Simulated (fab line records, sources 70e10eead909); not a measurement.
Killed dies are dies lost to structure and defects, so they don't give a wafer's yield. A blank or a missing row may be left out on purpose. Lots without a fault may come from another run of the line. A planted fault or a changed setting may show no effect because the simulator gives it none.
Chamber matching | flow nand_harc | NHARC_A_CHANNEL_FILL_D1_STRIP_28 on rie_diel-02: 4 sister chambers
The step strips in O2, time 20 s. 24 wafers are shown with their chamber, then 12 later ones without.

WAFERS WITH THEIR CHAMBER
wafer  | chamber | showerhead_plenum_p_Torr (Torr) | drypump_motor_current_A (A) | rf_vpp_V (V)
L074.2 | 1       | 3.33                            | 5.2                         | 57.3
L074.3 | 0       | 3.35                            | 5.7                         | 58.0
L074.5 | 3       | 3.60                            | 6.3                         | 57.5
L078.2 | 1       | 3.33                            | 5.2                         | 58.7
L078.3 | 3       | 3.60                            | 6.3                         | 60.0
L078.6 | 3       | 3.60                            | 6.3                         | 58.9
L080.2 | 0       | 3.34                            | 5.7                         | 57.8
L080.3 | 2       | 3.65                            | 5.8                         | 59.3
L080.5 | 1       | 3.33                            | 5.2                         | 55.6
L082.2 | 1       | 3.33                            | 5.2                         | 57.8
L082.3 | 0       | 3.34                            | 5.7                         | 57.2
L082.4 | 1       | 3.33                            | 5.2                         | 57.6
L083.2 | 0       | 3.34                            | 5.7                         | 55.5
L083.5 | 0       | 3.34                            | 5.7                         | 57.2
L083.6 | 1       | 3.33                            | 5.2                         | 56.2
L085.1 | 1       | 3.33                            | 5.2                         | 57.8
L085.3 | 2       | 3.64                            | 5.8                         | 57.6
L085.6 | 3       | 3.59                            | 6.3                         | 58.0
L086.1 | 3       | 3.59                            | 6.4                         | 59.1
L086.5 | 3       | 3.59                            | 6.3                         | 58.6
L086.6 | 2       | 3.64                            | 5.8                         | 58.4
L088.3 | 3       | 3.59                            | 6.3                         | 58.8
L088.5 | 2       | 3.64                            | 5.7                         | 58.1
L088.6 | 3       | 3.59                            | 6.3                         | 58.8

SIGNATURES (means of the wafers above)
reading                  | chamber 0 | chamber 1 | chamber 2 | chamber 3 | scatter within a chamber
showerhead_plenum_p_Torr | 3.3420    | 3.3300    | 3.6425    | 3.5938    | 0.00414
drypump_motor_current_A  | 5.700     | 5.200     | 5.775     | 6.312     | 0.0285
rf_vpp_V                 | 57.140    | 57.286    | 58.350    | 58.712    | 0.892
Rule: a wafer's distance from a chamber is the root of the sum, over the readings, of the square of ((its reading less the chamber's mean) divided by the reading's scatter). The wafer belongs to the nearest chamber; if the next one is less than 2 further off, it can't be placed. The scatter: the root of (the sum of the squares of (reading less its chamber's mean) over the shown wafers, divided by (wafers less chambers)).

WAFERS WITHOUT THEIR CHAMBER
wafer  | showerhead_plenum_p_Torr (Torr) | drypump_motor_current_A (A) | rf_vpp_V (V)
L090.2 | 3.59                            | 6.3                         | 57.4
L090.4 | 3.64                            | 5.7                         | 58.8
L090.5 | 3.34                            | 5.7                         | 56.4
L092.4 | 3.59                            | 6.3                         | 58.6
L092.5 | 3.59                            | 6.3                         | 57.9
L092.6 | 3.64                            | 5.7                         | 59.2
L093.1 | 3.32                            | 5.2                         | 58.7
L093.3 | 3.64                            | 5.7                         | 56.6
L093.4 | 3.34                            | 5.7                         | 58.0
L096.2 | 3.64                            | 5.8                         | 56.7
L096.3 | 3.34                            | 5.7                         | 57.1
L096.6 | 3.34                            | 5.7                         | 57.5

WHICH CHAMBER EACH WENT THROUGH
wafer  | from the rows above | in truth
L090.2 | 3                   | 3
L090.4 | 2                   | 2
L090.5 | 0                   | 0
L092.4 | 3                   | 3
L092.5 | 3                   | 3
L092.6 | 2                   | 2
L093.1 | 1                   | 1
L093.3 | 2                   | 2
L093.4 | 0                   | 0
L096.2 | 2                   | 2
L096.3 | 0                   | 0
L096.6 | 0                   | 0
Placed correctly: 12 of 12. Can't be placed from these rows: 0. Placed wrongly: 0.
